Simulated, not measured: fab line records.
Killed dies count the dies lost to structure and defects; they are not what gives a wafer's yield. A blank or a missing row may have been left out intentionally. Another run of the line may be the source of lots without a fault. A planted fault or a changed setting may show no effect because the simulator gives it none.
Which tool is to blame? :: flow n5_finfet :: 24 lots with 72 wafers sampled at 5 steps, on a route of 1938 steps

## WHAT THE GAUGES SHOWED, per wafer
N5_BEOL_M3_RS_MEAS_58: the measuring method here is four-point-probe. Usual: for M3_RS the level is 0.66 ohm/sq and the standard deviation is 0.034.
lot: L074
measured: day 7 03:49
on: film_metro-01
M3_RS (ohm/sq): 0.67 0.67 0.67
flag: 

lot: L076
measured: day 7 11:34
on: film_metro-02
M3_RS (ohm/sq): 0.67 0.70 0.62
flag: 

lot: L075
measured: day 7 21:44
on: film_metro-02
M3_RS (ohm/sq): 0.64 0.62 0.67
flag: 

lot: L077
measured: day 8 03:46
on: film_metro-01
M3_RS (ohm/sq): 0.65 0.63 0.65
flag: 

lot: L078
measured: day 8 23:15
on: film_metro-02
M3_RS (ohm/sq): 0.66 0.70 0.63
flag: 

lot: L079
measured: day 8 23:38
on: film_metro-02
M3_RS (ohm/sq): 0.68 0.65 0.64
flag: 

lot: L080
measured: day 9 05:56
on: film_metro-01
M3_RS (ohm/sq): 0.73 0.75 0.71
flag: 

lot: L083
measured: day 9 17:59
on: film_metro-02
M3_RS (ohm/sq): 0.68 0.67 0.65
flag: 

lot: L081
measured: day 9 23:03
on: film_metro-01
M3_RS (ohm/sq): 0.67 0.62 0.63
flag: 

lot: L082
measured: day 10 00:53
on: film_metro-01
M3_RS (ohm/sq): 0.66 0.62 0.62
flag: 

lot: L084
measured: day 10 11:46
on: film_metro-02
M3_RS (ohm/sq): 0.64 0.66 0.63
flag: 

lot: L085
measured: day 10 14:08
on: film_metro-02
M3_RS (ohm/sq): 0.68 0.68 0.70
flag: 

lot: L086
measured: day 10 23:53
on: film_metro-02
M3_RS (ohm/sq): 0.64 0.65 0.68
flag: 

lot: L089
measured: day 11 10:33
on: film_metro-01
M3_RS (ohm/sq): 0.63 0.63 0.61
flag: 

lot: L087
measured: day 11 12:13
on: film_metro-01
M3_RS (ohm/sq): 0.67 0.62 0.64
flag: 

lot: L088
measured: day 11 18:28
on: film_metro-01
M3_RS (ohm/sq): 0.70 0.64 0.65
flag: 

lot: L090
measured: day 11 21:45
on: film_metro-01
M3_RS (ohm/sq): 0.64 0.69 0.66
flag: 

lot: L092
measured: day 12 00:56
on: film_metro-01
M3_RS (ohm/sq): 0.67 0.64 0.65
flag: 

lot: L091
measured: day 12 01:22
on: film_metro-02
M3_RS (ohm/sq): 0.67 0.68 0.62
flag: 

lot: L093
measured: day 12 07:42
on: film_metro-01
M3_RS (ohm/sq): 0.65 0.67 0.66
flag: 

lot: L094
measured: day 12 16:54
on: film_metro-01
M3_RS (ohm/sq): 0.65 0.68 0.70
flag: 

lot: L095
measured: day 13 01:17
on: film_metro-01
M3_RS (ohm/sq): 0.71 0.73 0.69
flag: 

lot: L097
measured: day 13 19:17
on: film_metro-01
M3_RS (ohm/sq): 0.65 0.66 0.64
flag: 

lot: L096
measured: day 13 23:30
on: film_metro-01
M3_RS (ohm/sq): 0.70 0.69 0.62
flag: 

N5_BEOL_M4_OVL_MEAS_12. Usual: for M4_OVL the level is 0.1 nm and the standard deviation is 0.76.
lot: L074
measured: day 7 05:06
on: overlay-01
M4_OVL (nm): 0.7 0.3 0.0
flag: 

lot: L076
measured: day 7 13:01
on: overlay-02
M4_OVL (nm): 0.2 1.4 1.1
flag: 

lot: L075
measured: day 7 23:55
on: overlay-02
M4_OVL (nm): 0.7 0.2 0.6
flag: 

lot: L077
measured: day 8 05:02
on: overlay-02
M4_OVL (nm): 0.2 -0.2 0.2
flag: 

lot: L078
measured: day 9 00:31
on: overlay-02
M4_OVL (nm): -0.2 0.3 -1.1
flag: 

lot: L079
measured: day 9 00:47
on: overlay-02
M4_OVL (nm): -1.1 -1.0 -0.6
flag: 

lot: L080
measured: day 9 07:43
on: overlay-01
M4_OVL (nm): 0.0 -0.7 0.0
flag: 

lot: L083
measured: day 9 20:04
on: overlay-01
M4_OVL (nm): -0.3 0.8 0.0
flag: 

lot: L081
measured: day 10 00:33
on: overlay-02
M4_OVL (nm): 0.2 0.8 0.6
flag: 

lot: L082
measured: day 10 02:50
on: overlay-01
M4_OVL (nm): 0.5 -0.2 -0.3
flag: 

lot: L084
measured: day 10 13:18
on: overlay-02
M4_OVL (nm): 0.7 -0.9 0.0
flag: 

lot: L085
measured: day 10 16:46
on: overlay-02
M4_OVL (nm): 1.4 0.5 1.3
flag: 

lot: L086
measured: day 11 02:15
on: overlay-02
M4_OVL (nm): 1.7 2.3 0.6
flag: 

lot: L089
measured: day 11 13:11
on: overlay-02
M4_OVL (nm): 0.3 -0.4 0.3
flag: 

lot: L087
measured: day 11 13:41
on: overlay-02
M4_OVL (nm): -1.3 -0.3 -0.9
flag: 

lot: L088
measured: day 11 21:16
on: overlay-01
M4_OVL (nm): -0.4 1.0 0.2
flag: 

lot: L090
measured: day 11 22:42
on: overlay-02
M4_OVL (nm): -0.7 -0.2 -0.1
flag: 

lot: L092
measured: day 12 03:50
on: overlay-02
M4_OVL (nm): -1.0 -1.4 -1.4
flag: 

lot: L091
measured: day 12 04:00
on: overlay-02
M4_OVL (nm): 0.0 -0.3 -0.5
flag: 

lot: L093
measured: day 12 09:29
on: overlay-01
M4_OVL (nm): 0.1 -0.2 -0.1
flag: 

lot: L094
measured: day 12 17:59
on: overlay-02
M4_OVL (nm): 0.8 -0.2 0.2
flag: 

lot: L095
measured: day 13 01:59
on: overlay-02
M4_OVL (nm): -0.3 -0.5 -0.9
flag: 

lot: L097
measured: day 13 19:59
on: overlay-02
M4_OVL (nm): 0.0 1.6 0.8
flag: 

lot: L096
measured: day 14 02:12
on: overlay-01
M4_OVL (nm): 0.0 0.9 0.1
flag: 

N5_BEOL_M4_OVL_MEAS_29. Usual: for V3_OVL the level is 0.5 nm and the standard deviation is 0.79.
lot: L074
measured: day 7 05:58
on: overlay-01
V3_OVL (nm): 0.2 -1.0 -0.5
flag: 

lot: L076
measured: day 7 14:02
on: overlay-02
V3_OVL (nm): 0.5 0.9 1.2
flag: 

lot: L075
measured: day 8 01:01
on: overlay-01
V3_OVL (nm): 0.4 0.9 0.4
flag: 

lot: L077
measured: day 8 05:58
on: overlay-01
V3_OVL (nm): -0.9 0.8 0.4
flag: 

lot: L078
measured: day 9 01:23
on: overlay-02
V3_OVL (nm): 1.7 2.7 1.8
flag: 

lot: L079
measured: day 9 01:47
on: overlay-01
V3_OVL (nm): 2.0 1.8 1.5
flag: 

lot: L080
measured: day 9 08:44
on: overlay-01
V3_OVL (nm): 1.1 0.8 1.0
flag: 

lot: L083
measured: day 9 20:57
on: overlay-02
V3_OVL (nm): -0.4 1.5 -0.3
flag: 

lot: L081
measured: day 10 01:39
on: overlay-01
V3_OVL (nm): 0.6 0.1 -1.1
flag: 

lot: L082
measured: day 10 03:44
on: overlay-01
V3_OVL (nm): 1.5 0.5 0.6
flag: 

lot: L084
measured: day 10 14:19
on: overlay-02
V3_OVL (nm): 1.5 0.8 2.0
flag: 

lot: L085
measured: day 10 17:45
on: overlay-02
V3_OVL (nm): 0.1 -0.6 0.3
flag: 

lot: L086
measured: day 11 03:20
on: overlay-02
V3_OVL (nm): -0.6 -0.4 -0.7
flag: 

lot: L089
measured: day 11 15:11
on: overlay-02
V3_OVL (nm): 0.8 0.5 0.9
flag: 

lot: L087
measured: day 11 15:48
on: overlay-01
V3_OVL (nm): 1.1 1.0 0.4
flag: 

lot: L088
measured: day 11 22:11
on: overlay-02
V3_OVL (nm): -0.2 0.4 -0.1
flag: 

lot: L090
measured: day 11 23:34
on: overlay-02
V3_OVL (nm): 0.0 -0.2 0.3
flag: 

lot: L092
measured: day 12 04:52
on: overlay-02
V3_OVL (nm): 2.1 0.3 0.8
flag: 

lot: L091
measured: day 12 04:55
on: overlay-01
V3_OVL (nm): 1.1 1.2 0.5
flag: 

lot: L093
measured: day 12 10:22
on: overlay-02
V3_OVL (nm): -0.8 -1.1 -0.1
flag: 

lot: L094
measured: day 12 18:52
on: overlay-02
V3_OVL (nm): 1.2 0.4 0.9
flag: 

lot: L095
measured: day 13 03:09
on: overlay-02
V3_OVL (nm): 0.7 0.6 0.8
flag: 

lot: L097
measured: day 13 20:59
on: overlay-02
V3_OVL (nm): 0.7 0.0 1.0
flag: 

lot: L096
measured: day 14 03:47
on: overlay-01
V3_OVL (nm): 0.4 0.7 1.0
flag: 

## EACH LOT AND THE TOOL THAT RAN IT (in order: tool; ch and the chambers of the sampled wafers; start)
lot: L074
N5_BEOL_M3_ANNEAL_95: pvd_sputter-02, day 7 01:47
N5_BEOL_M4_ILD_DEP_00: pecvd-02 ch 0,2, day 7 03:53

lot: L076
N5_BEOL_M3_ANNEAL_95: pvd_sputter-03, day 7 10:23
N5_BEOL_M4_ILD_DEP_00: pecvd-02 ch 0,2, day 7 11:38

lot: L075
N5_BEOL_M3_ANNEAL_95: pvd_sputter-01, day 7 20:02
N5_BEOL_M4_ILD_DEP_00: pecvd-02 ch 0,1,2, day 7 21:49

lot: L077
N5_BEOL_M3_ANNEAL_95: pvd_sputter-03, day 8 02:34
N5_BEOL_M4_ILD_DEP_00: pecvd-02 ch 0,1,2, day 8 03:50

lot: L078
N5_BEOL_M3_ANNEAL_95: pvd_sputter-03, day 8 22:04
N5_BEOL_M4_ILD_DEP_00: pecvd-04 ch 0,1,2, day 8 23:19

lot: L079
N5_BEOL_M3_ANNEAL_95: pvd_sputter-02, day 8 22:27
N5_BEOL_M4_ILD_DEP_00: pecvd-02 ch 0,1, day 8 23:42

lot: L080
N5_BEOL_M3_ANNEAL_95: pvd_sputter-02, day 9 04:45
N5_BEOL_M4_ILD_DEP_00: pecvd-01 ch 0,1,2, day 9 06:00

lot: L083
N5_BEOL_M3_ANNEAL_95: pvd_sputter-01, day 9 16:34
N5_BEOL_M4_ILD_DEP_00: pecvd-02 ch 0,1, day 9 18:02

lot: L081
N5_BEOL_M3_ANNEAL_95: pvd_sputter-02, day 9 21:51
N5_BEOL_M4_ILD_DEP_00: pecvd-02 ch 0,1, day 9 23:08

lot: L082
N5_BEOL_M3_ANNEAL_95: pvd_sputter-02, day 9 23:41
N5_BEOL_M4_ILD_DEP_00: pecvd-04 ch 0,1, day 10 00:56

lot: L084
N5_BEOL_M3_ANNEAL_95: pvd_sputter-02, day 10 10:34
N5_BEOL_M4_ILD_DEP_00: pecvd-02 ch 0,1, day 10 11:49

lot: L085
N5_BEOL_M3_ANNEAL_95: pvd_sputter-03, day 10 12:55
N5_BEOL_M4_ILD_DEP_00: pecvd-02 ch 0,1, day 10 14:12

lot: L086
N5_BEOL_M3_ANNEAL_95: pvd_sputter-03, day 10 22:34
N5_BEOL_M4_ILD_DEP_00: pecvd-04 ch 0,1,2, day 10 23:58

lot: L089
N5_BEOL_M3_ANNEAL_95: pvd_sputter-03, day 11 08:53
N5_BEOL_M4_ILD_DEP_00: pecvd-01 ch 0,1,2, day 11 10:37

lot: L087
N5_BEOL_M3_ANNEAL_95: pvd_sputter-02, day 11 10:43
N5_BEOL_M4_ILD_DEP_00: pecvd-02 ch 0,1, day 11 12:16

lot: L088
N5_BEOL_M3_ANNEAL_95: pvd_sputter-03, day 11 16:49
N5_BEOL_M4_ILD_DEP_00: pecvd-04 ch 1,2, day 11 18:32

lot: L090
N5_BEOL_M3_ANNEAL_95: pvd_sputter-02, day 11 20:34
N5_BEOL_M4_ILD_DEP_00: pecvd-02 ch 1,2, day 11 21:49

lot: L092
N5_BEOL_M3_ANNEAL_95: pvd_sputter-01, day 11 23:44
N5_BEOL_M4_ILD_DEP_00: pecvd-02 ch 0,2, day 12 01:00

lot: L091
N5_BEOL_M3_ANNEAL_95: pvd_sputter-03, day 12 00:04
N5_BEOL_M4_ILD_DEP_00: pecvd-01 ch 0,1, day 12 01:26

lot: L093
N5_BEOL_M3_ANNEAL_95: pvd_sputter-03, day 12 06:31
N5_BEOL_M4_ILD_DEP_00: pecvd-04 ch 0,1, day 12 07:46

lot: L094
N5_BEOL_M3_ANNEAL_95: pvd_sputter-02, day 12 15:43
N5_BEOL_M4_ILD_DEP_00: pecvd-04 ch 0,1,2, day 12 16:58

lot: L095
N5_BEOL_M3_ANNEAL_95: pvd_sputter-03, day 13 00:05
N5_BEOL_M4_ILD_DEP_00: pecvd-02 ch 1,2, day 13 01:20

lot: L097
N5_BEOL_M3_ANNEAL_95: pvd_sputter-01, day 13 18:06
N5_BEOL_M4_ILD_DEP_00: pecvd-04 ch 0,1,2, day 13 19:21

lot: L096
N5_BEOL_M3_ANNEAL_95: pvd_sputter-03, day 13 22:10
N5_BEOL_M4_ILD_DEP_00: pecvd-01 ch 0,1,2, day 13 23:35
- N5_BEOL_M3_ANNEAL_95: time 240 s.
- N5_BEOL_M4_ILD_DEP_00: deposits SiOC from DEMS/O2, target thk 79 nm, time 15.3 s.

## AS READ BY THE TOOLS THEMSELVES (means over the sampled wafers that have a number; for cases with no such wafer, the mark the record gives instead)
N5_BEOL_M3_ANNEAL_95. Usual: heater_power_w 817 W, standard deviation 81.
lot: L074
tool: pvd_sputter-02
heater_power_w (W): 859
flag: 

lot: L076
tool: pvd_sputter-03
heater_power_w (W): 879
flag: 

lot: L075
tool: pvd_sputter-01
heater_power_w (W): 769
flag: 

lot: L077
tool: pvd_sputter-03
heater_power_w (W): 839
flag: 

lot: L078
tool: pvd_sputter-03
heater_power_w (W): 843
flag: 

lot: L079
tool: pvd_sputter-02
heater_power_w (W): 847
flag: 

lot: L080
tool: pvd_sputter-02
heater_power_w (W): 862
flag: 

lot: L083
tool: pvd_sputter-01
heater_power_w (W): 850
flag: 

lot: L081
tool: pvd_sputter-02
heater_power_w (W): 865
flag: 

lot: L082
tool: pvd_sputter-02
heater_power_w (W): 872
flag: 

lot: L084
tool: pvd_sputter-02
heater_power_w (W): 777
flag: 

lot: L085
tool: pvd_sputter-03
heater_power_w (W): 817
flag: 

lot: L086
tool: pvd_sputter-03
heater_power_w (W): 839
flag: 

lot: L089
tool: pvd_sputter-03
heater_power_w (W): 846
flag: 

lot: L087
tool: pvd_sputter-02
heater_power_w (W): 774
flag: 

lot: L088
tool: pvd_sputter-03
heater_power_w (W): 818
flag: 

lot: L090
tool: pvd_sputter-02
heater_power_w (W): 773
flag: 

lot: L092
tool: pvd_sputter-01
heater_power_w (W): 837
flag: 

lot: L091
tool: pvd_sputter-03
heater_power_w (W): 814
flag: 

lot: L093
tool: pvd_sputter-03
heater_power_w (W): 792
flag: 

lot: L094
tool: pvd_sputter-02
heater_power_w (W): 779
flag: 

lot: L095
tool: pvd_sputter-03
heater_power_w (W): 840
flag: 

lot: L097
tool: pvd_sputter-01
heater_power_w (W): 786
flag: 

lot: L096
tool: pvd_sputter-03
heater_power_w (W): 851
flag: 

N5_BEOL_M4_ILD_DEP_00. Usual: heater_power_w 431 W, standard deviation 64; rf_fwd_power_W 493.6 W, standard deviation 2.1; showerhead_plenum_p_Torr 5.692 Torr, standard deviation 0.016; throttle_valve_pct 12.0 %, standard deviation 0.42.
lot: L074
tool: pecvd-02
heater_power_w (W): 348
rf_fwd_power_W (W): 497.4
showerhead_plenum_p_Torr (Torr): 5.697
throttle_valve_pct (%): 11.5
flag: 

lot: L076
tool: pecvd-02
heater_power_w (W): 355
rf_fwd_power_W (W): 497.5
showerhead_plenum_p_Torr (Torr): 5.687
throttle_valve_pct (%): 11.7
flag: 

lot: L075
tool: pecvd-02
heater_power_w (W): 411
rf_fwd_power_W (W): 493.0
showerhead_plenum_p_Torr (Torr): 5.691
throttle_valve_pct (%): 12.0
flag: 

lot: L077
tool: pecvd-02
heater_power_w (W): 399
rf_fwd_power_W (W): 495.3
showerhead_plenum_p_Torr (Torr): 5.693
throttle_valve_pct (%): 12.0
flag: 

lot: L078
tool: pecvd-04
heater_power_w (W): 470
rf_fwd_power_W (W): 492.6
showerhead_plenum_p_Torr (Torr): 5.707
throttle_valve_pct (%): 12.1
flag: 

lot: L079
tool: pecvd-02
heater_power_w (W): 427
rf_fwd_power_W (W): 492.3
showerhead_plenum_p_Torr (Torr): 5.698
throttle_valve_pct (%): 12.2
flag: 

lot: L080
tool: pecvd-01
heater_power_w (W): 406
rf_fwd_power_W (W): 493.5
showerhead_plenum_p_Torr (Torr): 5.682
throttle_valve_pct (%): 11.8
flag: 

lot: L083
tool: pecvd-02
heater_power_w (W): 446
rf_fwd_power_W (W): 492.1
showerhead_plenum_p_Torr (Torr): 5.690
throttle_valve_pct (%): 12.1
flag: 

lot: L081
tool: pecvd-02
heater_power_w (W): 449
rf_fwd_power_W (W): 493.6
showerhead_plenum_p_Torr (Torr): 5.696
throttle_valve_pct (%): 12.1
flag: 

lot: L082
tool: pecvd-04
heater_power_w (W): 423
rf_fwd_power_W (W): 493.4
showerhead_plenum_p_Torr (Torr): 5.692
throttle_valve_pct (%): 12.2
flag: 

lot: L084
tool: pecvd-02
heater_power_w (W): 475
rf_fwd_power_W (W): 494.2
showerhead_plenum_p_Torr (Torr): 5.696
throttle_valve_pct (%): 12.0
flag: 

lot: L085
tool: pecvd-02
heater_power_w (W): 437
rf_fwd_power_W (W): 492.0
showerhead_plenum_p_Torr (Torr): 5.697
throttle_valve_pct (%): 12.2
flag: 

lot: L086
tool: pecvd-04
heater_power_w (W): 503
rf_fwd_power_W (W): 494.2
showerhead_plenum_p_Torr (Torr): 5.701
throttle_valve_pct (%): 12.1
flag: 

lot: L089
tool: pecvd-01
heater_power_w (W): 380
rf_fwd_power_W (W): 493.6
showerhead_plenum_p_Torr (Torr): 5.686
throttle_valve_pct (%): 11.7
flag: 

lot: L087
tool: pecvd-02
heater_power_w (W): 397
rf_fwd_power_W (W): 490.4
showerhead_plenum_p_Torr (Torr): 5.695
throttle_valve_pct (%): 12.2
flag: 

lot: L088
tool: pecvd-04
heater_power_w (W): 485
rf_fwd_power_W (W): 494.2
showerhead_plenum_p_Torr (Torr): 5.705
throttle_valve_pct (%): 12.1
flag: 

lot: L090
tool: pecvd-02
heater_power_w (W): 369
rf_fwd_power_W (W): 493.3
showerhead_plenum_p_Torr (Torr): 5.659
throttle_valve_pct (%): 11.9
flag: 

lot: L092
tool: pecvd-02
heater_power_w (W): 416
rf_fwd_power_W (W): 495.7
showerhead_plenum_p_Torr (Torr): 5.686
throttle_valve_pct (%): 11.5
flag: 

lot: L091
tool: pecvd-01
heater_power_w (W): 433
rf_fwd_power_W (W): 492.6
showerhead_plenum_p_Torr (Torr): 5.688
throttle_valve_pct (%): 12.0
flag: 

lot: L093
tool: pecvd-04
heater_power_w (W): 501
rf_fwd_power_W (W): 494.2
showerhead_plenum_p_Torr (Torr): 5.703
throttle_valve_pct (%): 12.0
flag: 

lot: L094
tool: pecvd-04
heater_power_w (W): 455
rf_fwd_power_W (W): 493.5
showerhead_plenum_p_Torr (Torr): 5.700
throttle_valve_pct (%): 12.3
flag: 

lot: L095
tool: pecvd-02
heater_power_w (W): 389
rf_fwd_power_W (W): 493.0
showerhead_plenum_p_Torr (Torr): 5.673
throttle_valve_pct (%): 11.9
flag: 

lot: L097
tool: pecvd-04
heater_power_w (W): 505
rf_fwd_power_W (W): 495.4
showerhead_plenum_p_Torr (Torr): 5.700
throttle_valve_pct (%): 12.1
flag: 

lot: L096
tool: pecvd-01
heater_power_w (W): 414
rf_fwd_power_W (W): 492.2
showerhead_plenum_p_Torr (Torr): 5.680
throttle_valve_pct (%): 11.9
flag: 

## THE ANSWER, worked out from the rows above alone
Rule: a lot counts as off when the mean over its wafers that have a number is more than 3 standard deviations away from the usual mean. A lot without any number at a reading at which 4 lots or more have one is off too. Any other lot the step has rows for is counted as sound. The gauges are gone through in route order, then the tools' own readings, and for those a lot's mean is taken as printed above. At the first step where some lot is off, the reading lying furthest off is the one used; lots without a number count as furthest.
No lot is off at any reading shown: from this, nothing can be told.

## WHAT WAS PUT IN BY THE SIMULATOR
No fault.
